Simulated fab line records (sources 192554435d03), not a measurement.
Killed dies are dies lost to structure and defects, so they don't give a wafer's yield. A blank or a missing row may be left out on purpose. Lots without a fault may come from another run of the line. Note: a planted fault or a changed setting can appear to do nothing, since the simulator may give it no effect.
Chamber matching    flow n5-finfet    rie-diel-01 running N5_DUMMY_GATE_STRIP_41: 4 sister chambers
The step strips in O2. 18 wafers are shown with their chamber, then 9 later ones without.

WAFERS WITH THEIR CHAMBER
wafer   chamber  showerhead-plenum-p-Torr (Torr)  throttle-valve-pct (%)  oes-product-au (a.u.)
L075.2  2        2.11                             16.48                   0.76
L075.3  0        1.95                             16.37                   0.83
L075.6  1        2.18                             16.83                   0.74
L076.2  0        1.95                             16.39                   0.83
L076.4  2        2.11                             16.49                   0.76
L076.6  3        2.08                             16.65                   0.72
L079.1  0        1.95                             16.40                   0.81
L079.2  1        2.18                             16.82                   0.73
L079.5  0        1.95                             16.38                   0.82
L082.1  2        2.11                             16.54                   0.75
L082.2  0        1.95                             16.40                   0.81
L082.3  1        2.18                             16.83                   0.73
L082.4  3        2.07                             16.69                   0.72
L082.5  0        1.95                             16.40                   0.82
L082.6  3        2.07                             16.68                   0.72
L084.1  2        2.11                             16.53                   0.75
L084.5  2        2.10                             16.55                   0.76
L084.6  1        2.17                             16.84                   0.73

SIGNATURES (averages over the wafers above)
reading                   chamber 0  chamber 1  chamber 2  chamber 3  scatter within a chamber
showerhead-plenum-p-Torr  1.9500     2.1775     2.1080     2.0733     0.00398
throttle-valve-pct        16.3900    16.8300    16.5180    16.6733    0.0203
oes-product-au            0.8200     0.7325     0.7560     0.7200     0.00652
Rule: for each reading, subtract the chamber's mean from the wafer's reading, divide by that reading's scatter and square the result; add these up over the readings and take the root, which gives the wafer's distance from the chamber. The wafer belongs to the nearest chamber; if the next one is less than 2 further off, it can't be placed. The scatter is the square root of a quotient: the sum, over the shown wafers, of each reading's squared deviation from its chamber's mean, divided by wafers minus chambers.

WAFERS WHOSE CHAMBER IS MISSING
wafer   showerhead-plenum-p-Torr (Torr)  throttle-valve-pct (%)  oes-product-au (a.u.)
L085.2  1.95                             16.40                   0.80
L085.3  2.17                             16.85                   0.72
L085.4  2.07                             16.69                   0.71
L087.2  2.07                             16.69                   0.71
L087.4  2.17                             16.86                   0.72
L087.6  2.10                             16.54                   0.74
L093.1  2.17                             16.88                   0.71
L093.2  1.94                             16.42                   0.79
L093.5  2.17                             16.87                   0.71

THE CHAMBER EACH PASSED THROUGH
wafer   from the rows above  in truth
L085.2  0                    0
L085.3  1                    1
L085.4  3                    3
L087.2  3                    3
L087.4  1                    1
L087.6  2                    2
L093.1  1                    1
L093.2  0                    0
L093.5  1                    1
Correctly placed: 9 of 9. Not placeable from these rows: 0. Placed wrongly: 0.
